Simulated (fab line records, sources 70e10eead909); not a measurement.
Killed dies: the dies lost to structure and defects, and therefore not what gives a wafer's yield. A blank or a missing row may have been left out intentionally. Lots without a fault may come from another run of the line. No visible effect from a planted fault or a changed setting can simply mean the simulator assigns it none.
Which tool did it? + flow nand_harc + 42 wafers from 14 lots sampled at 5 of the route's 1159 steps

WHAT THE GAUGES READ, wafer by wafer
NHARC_P_CONTACT_CD_MEAS_19.
| lot  | measured     | on        | cd_nm (nm)     |
|------|--------------|-----------|----------------|
| L863 | day 5 21:11  | cd_sem-03 | 90.7 87.4 91.7 |
| L862 | day 5 22:08  | cd_sem-03 | 90.8 89.7 92.8 |
| L861 | day 5 23:03  | cd_sem-03 | 95.1 90.1 88.1 |
| L864 | day 6 09:12  | cd_sem-02 | 91.1 93.5 94.1 |
| L865 | day 6 09:50  | cd_sem-03 | 92.0 90.7 90.0 |
| L867 | day 7 04:23  | cd_sem-03 | 92.3 91.6 89.7 |
| L868 | day 7 08:56  | cd_sem-03 | 88.1 91.2 91.1 |
| L870 | day 7 19:44  | cd_sem-03 | 91.8 96.3 89.8 |
| L869 | day 7 20:20  | cd_sem-02 | 90.9 92.9 88.5 |
| L876 | day 9 16:12  | cd_sem-01 | 93.8 89.4 91.4 |
| L877 | day 9 18:51  | cd_sem-03 | 91.9 92.6 86.7 |
| L878 | day 9 23:54  | cd_sem-01 | 92.6 89.8 90.4 |
| L879 | day 10 04:20 | cd_sem-01 | 89.7 92.9 90.1 |
| L884 | day 11 04:24 | cd_sem-02 | 92.0 91.8 92.0 |

NHARC_P_M0_CD_MEAS_09: the cd target is 90 nm.
| lot  | measured     | on        | cd_nm (nm)        |
|------|--------------|-----------|-------------------|
| L863 | day 6 06:18  | cd_sem-01 | 90.2 90.3 89.7    |
| L862 | day 6 06:58  | cd_sem-01 | 89.6 88.4 88.6    |
| L861 | day 6 07:31  | cd_sem-02 | 89.7 90.5 90.7    |
| L864 | day 6 16:44  | cd_sem-03 | 89.9 89.3 90.9    |
| L865 | day 6 17:18  | cd_sem-02 | 89.0 88.8 89.5    |
| L867 | day 7 07:32  | cd_sem-03 | 89.7 89.8 90.0    |
| L868 | day 7 17:53  | cd_sem-01 | 90.3 91.0 90.0    |
| L870 | day 8 03:35  | cd_sem-01 | 90.4 91.3 90.5    |
| L869 | day 8 04:08  | cd_sem-02 | 89.9 90.2 89.5    |
| L876 | day 9 21:34  | cd_sem-02 | 126.1 126.8 126.6 |
| L877 | day 10 00:56 | cd_sem-01 | 126.3 125.8 125.4 |
| L878 | day 10 03:01 | cd_sem-01 | 90.1 90.6 91.2    |
| L879 | day 10 11:35 | cd_sem-01 | 90.0 90.3 90.2    |
| L884 | day 11 07:31 | cd_sem-03 | 89.5 89.3 90.1    |

NHARC_P_M0_INSPECT_11.
| lot  | measured     | on                | raw_defect_count |
|------|--------------|-------------------|------------------|
| L863 | day 6 06:25  | defect_inspect-02 | 2 5 4            |
| L862 | day 6 07:05  | defect_inspect-01 | 2 0 1            |
| L861 | day 6 07:39  | defect_inspect-01 | 3 4 2            |
| L864 | day 6 16:52  | defect_inspect-02 | 4 4 2            |
| L865 | day 6 17:25  | defect_inspect-02 | 2 2 4            |
| L867 | day 7 07:40  | defect_inspect-02 | 6 6 5            |
| L868 | day 7 18:02  | defect_inspect-02 | 0 2 1            |
| L870 | day 8 03:43  | defect_inspect-02 | 4 4 1            |
| L869 | day 8 04:16  | defect_inspect-01 | 7 2 5            |
| L876 | day 9 21:41  | defect_inspect-02 | 4 1 7            |
| L877 | day 10 01:03 | defect_inspect-01 | 5 2 1            |
| L878 | day 10 03:09 | defect_inspect-01 | 6 6 5            |
| L879 | day 10 11:44 | defect_inspect-01 | 5 3 4            |
| L884 | day 11 07:38 | defect_inspect-02 | 11 8 8           |

EACH LOT AND THE TOOL THAT RAN IT (in order: tool; ch and the chambers of the sampled wafers; start)
| lot  | NHARC_P_CONTACT_ETCH_35            | NHARC_P_M0_PEB_07                 |
|------|------------------------------------|-----------------------------------|
| L863 | rie_diel-08 ch 0,1, day 5 20:24    | litho_track-04 ch 0, day 6 06:13  |
| L862 | rie_diel-08 ch 1,2,3, day 5 21:22  | litho_track-04 ch 0, day 6 06:53  |
| L861 | rie_diel-08 ch 1,2,3, day 5 22:16  | litho_track-06 ch 0, day 6 07:26  |
| L864 | rie_diel-11 ch 1,2,3, day 6 08:25  | litho_track-01 ch 0, day 6 16:40  |
| L865 | rie_diel-11 ch 1,3, day 6 09:02    | litho_track-04 ch 0, day 6 17:13  |
| L867 | rie_diel-08 ch 0,1,2, day 7 03:37  | litho_track-06 ch 0, day 7 07:28  |
| L868 | rie_diel-08 ch 1,2,3, day 7 08:08  | litho_track-01 ch 0, day 7 17:49  |
| L870 | rie_diel-04 ch 0,1, day 7 18:58    | litho_track-06 ch 0, day 8 03:31  |
| L869 | rie_diel-08 ch 1,2, day 7 19:25    | litho_track-01 ch 0, day 8 04:04  |
| L876 | rie_diel-04 ch 1,2, day 9 15:25    | litho_track-06 ch 0, day 9 21:29  |
| L877 | rie_diel-08 ch 0,1,2, day 9 18:05  | litho_track-06 ch 0, day 10 00:51 |
| L878 | rie_diel-04 ch 0,1,2, day 9 23:07  | litho_track-01 ch 0, day 10 02:56 |
| L879 | rie_diel-08 ch 0,2, day 10 03:32   | litho_track-04 ch 0, day 10 11:31 |
| L884 | rie_diel-11 ch 0,1,3, day 11 03:37 | litho_track-04 ch 0, day 11 07:26 |
- NHARC_P_CONTACT_ETCH_35: etches the open film in CF4, target depth 39 nm, time 65 s.
- NHARC_P_M0_PEB_07: peb time 65 s.

AS READ BY THE TOOLS THEMSELVES (means over the sampled wafers that have a number; for cases with no such wafer, the mark the record gives instead)
NHARC_P_CONTACT_ETCH_35.
| lot  | tool        | drypump_motor_current_A (A) | oes_product_au (a.u.) | rf_vpp_V (V) | showerhead_plenum_p_Torr (Torr) | throttle_valve_pct (%) |
|------|-------------|-----------------------------|-----------------------|--------------|---------------------------------|------------------------|
| L863 | rie_diel-08 | 5.55                        | 0.999                 | 151.1        | 1.77                            | 13.285                 |
| L862 | rie_diel-08 | 5.66                        | 1.015                 | 149.6        | 1.73                            | 13.288                 |
| L861 | rie_diel-08 | 5.66                        | 1.002                 | 151.0        | 1.73                            | 13.274                 |
| L864 | rie_diel-11 | 6.03                        | 0.997                 | 151.6        | 1.77                            | 13.284                 |
| L865 | rie_diel-11 | 5.88                        | 1.001                 | 151.3        | 1.78                            | 13.287                 |
| L867 | rie_diel-08 | 5.80                        | 0.997                 | 150.1        | 1.74                            | 13.282                 |
| L868 | rie_diel-08 | 5.65                        | 1.002                 | 150.1        | 1.73                            | 13.283                 |
| L870 | rie_diel-04 | 5.69                        | 1.002                 | 151.9        | 1.78                            | 13.292                 |
| L869 | rie_diel-08 | 5.81                        | 1.005                 | 150.9        | 1.71                            | 13.283                 |
| L876 | rie_diel-04 | 5.60                        | 0.998                 | 151.3        | 1.78                            | 13.284                 |
| L877 | rie_diel-08 | 5.78                        | 0.997                 | 150.7        | 1.74                            | 13.280                 |
| L878 | rie_diel-04 | 5.65                        | 1.002                 | 151.1        | 1.78                            | 13.289                 |
| L879 | rie_diel-08 | 6.01                        | 0.994                 | 150.5        | 1.71                            | 13.292                 |
| L884 | rie_diel-11 | 5.92                        | 1.002                 | 150.5        | 1.75                            | 13.284                 |

NHARC_P_M0_PEB_07.
| lot  | tool           | heater_power_total_W (W) | plate_temp_C (C) |
|------|----------------|--------------------------|------------------|
| L863 | litho_track-04 | 156.8                    | 99.85            |
| L862 | litho_track-04 | 156.3                    | 100.17           |
| L861 | litho_track-06 | 156.6                    | 100.04           |
| L864 | litho_track-01 | 156.6                    | 100.16           |
| L865 | litho_track-04 | 156.8                    | 100.09           |
| L867 | litho_track-06 | 156.5                    | 99.97            |
| L868 | litho_track-01 | 157.1                    | 100.08           |
| L870 | litho_track-06 | 157.0                    | 99.90            |
| L869 | litho_track-01 | 156.9                    | 100.12           |
| L876 | litho_track-06 | 185.3                    | 113.33           |
| L877 | litho_track-06 | 185.5                    | 113.20           |
| L878 | litho_track-01 | 156.9                    | 100.06           |
| L879 | litho_track-04 | 156.4                    | 99.92            |
| L884 | litho_track-04 | 156.5                    | 100.22           |

THE ANSWER, worked out from the rows above alone
Rule: usual is defined by the lots themselves. The widest of any qualifying gaps counts: lots, ordered by their means at a reading, are off when they make up no more than a third of the lots, leave a main group of 4 or more, and stand apart from it by 3 or more times the standard deviation of that group's means. Not used: any main group whose means are identical at the precision the tables above print for the reading. A lot without any number at a reading at which 4 lots or more have one is off too. Where the step has rows for the other lots, those lots are counted as sound. First the gauges in route order, then the tools' own readings, where a lot's mean is used as printed above. At the first step where some lot is off, the reading lying furthest off is the one used; lots without a number count as furthest.
Off at NHARC_P_M0_CD_MEAS_09 (cd_nm): L876, L877. Main group: mean 90.0 nm, sd 0.54.
A tool fits if, at a process step before that reading, it ran every lot that is off, and no sound lot after the first of them. Not tried: the gauges at NHARC_P_M0_CD_MEAS_09; whatever is off there is also off at NHARC_P_M0_PEB_07, on other tools, and gauge error can't account for it. One candidate fits, namely litho_track-06 at NHARC_P_M0_PEB_07. Its last sound lot is L870 (day 8 03:31), its first lot that is off L876 (day 9 21:29): a fault that began between those two fits.
The tool's own readings at NHARC_P_M0_PEB_07 bear it out: on the lots that are off they differ by more than 5 times the standard deviation of the sound lots' means. heater_power_total_W reads 185.4 W there against 156.7 W on the sound lots; plate_temp_C reads 113.27 C there against 100.05 C on the sound lots.

WHAT HAD BEEN PUT IN BY THE SIMULATOR
Process parameter drift: litho_track-06, from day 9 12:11 on, at NHARC_P_M0_PEB_07. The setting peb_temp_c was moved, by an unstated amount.
Shown lots that were struck: L876, L877. The same result came from the rule above.
